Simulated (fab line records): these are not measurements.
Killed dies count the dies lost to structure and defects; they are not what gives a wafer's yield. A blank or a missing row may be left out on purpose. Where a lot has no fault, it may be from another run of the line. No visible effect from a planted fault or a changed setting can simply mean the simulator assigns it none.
Chamber matching || flow nand-harc || pecvd-03 running NHARC_P_M1_PRE_CLEAN_32: 3 sister chambers
The step time 12 s. 3 wafers are shown with their chamber, then 11 later ones without.

== WAFERS PAIRED WITH THEIR CHAMBERS ==
{"wafer": "L092.1", "chamber": 1, "heater-power-w (W)": 617}
{"wafer": "L093.6", "chamber": 2, "heater-power-w (W)": 648}
{"wafer": "L096.1", "chamber": 0, "heater-power-w (W)": 528}

== WAFERS MISSING THEIR CHAMBER ==
{"wafer": "L096.2", "heater-power-w (W)": 735}
{"wafer": "L096.4", "heater-power-w (W)": 729}
{"wafer": "L096.3", "heater-power-w (W)": 564}
{"wafer": "L096.5", "heater-power-w (W)": 587}
{"wafer": "L096.6", "heater-power-w (W)": 520}
{"wafer": "L095.2", "heater-power-w (W)": 547}
{"wafer": "L095.3", "heater-power-w (W)": 457}
{"wafer": "L095.5", "heater-power-w (W)": 629}
{"wafer": "L097.1", "heater-power-w (W)": 680}
{"wafer": "L097.3", "heater-power-w (W)": 479}
{"wafer": "L097.4", "heater-power-w (W)": 598}

== WHICH CHAMBER EACH ONE RAN IN ==
{"wafer": "L096.2", "from the rows above": "can't be placed: 2 or 1", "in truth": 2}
{"wafer": "L096.4", "from the rows above": "can't be placed: 2 or 1", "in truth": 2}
{"wafer": "L096.3", "from the rows above": "can't be placed: 0 or 1 or 2", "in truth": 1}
{"wafer": "L096.5", "from the rows above": "can't be placed: 1 or 0 or 2", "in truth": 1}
{"wafer": "L096.6", "from the rows above": "can't be placed: 0 or 1", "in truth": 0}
{"wafer": "L095.2", "from the rows above": "can't be placed: 0 or 1 or 2", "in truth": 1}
{"wafer": "L095.3", "from the rows above": "can't be placed: 0 or 1", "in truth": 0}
{"wafer": "L095.5", "from the rows above": "can't be placed: 1 or 2 or 0", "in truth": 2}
{"wafer": "L097.1", "from the rows above": "can't be placed: 2 or 1", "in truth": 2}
{"wafer": "L097.3", "from the rows above": "can't be placed: 0 or 1", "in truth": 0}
{"wafer": "L097.4", "from the rows above": "can't be placed: 1 or 2 or 0", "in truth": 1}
Placed correctly: 0 of 11. Cannot be placed on the basis of these rows: 11; the candidates contain the true chamber in 11. Number placed wrongly: 0.
How it was worked out, from the rows above alone: a wafer's distance from a chamber is the root of the sum, over the readings, of the square of ((its reading less the chamber's mean) divided by the reading's scatter). The wafer belongs to the nearest chamber; if the next one is less than 2 further off, it can't be placed. Each chamber's mean is taken over the wafers shown for it. The scatter (one wafer shown for each chamber): square how far every hidden wafer sits from the nearest shown wafer, average those squares and take the square root.
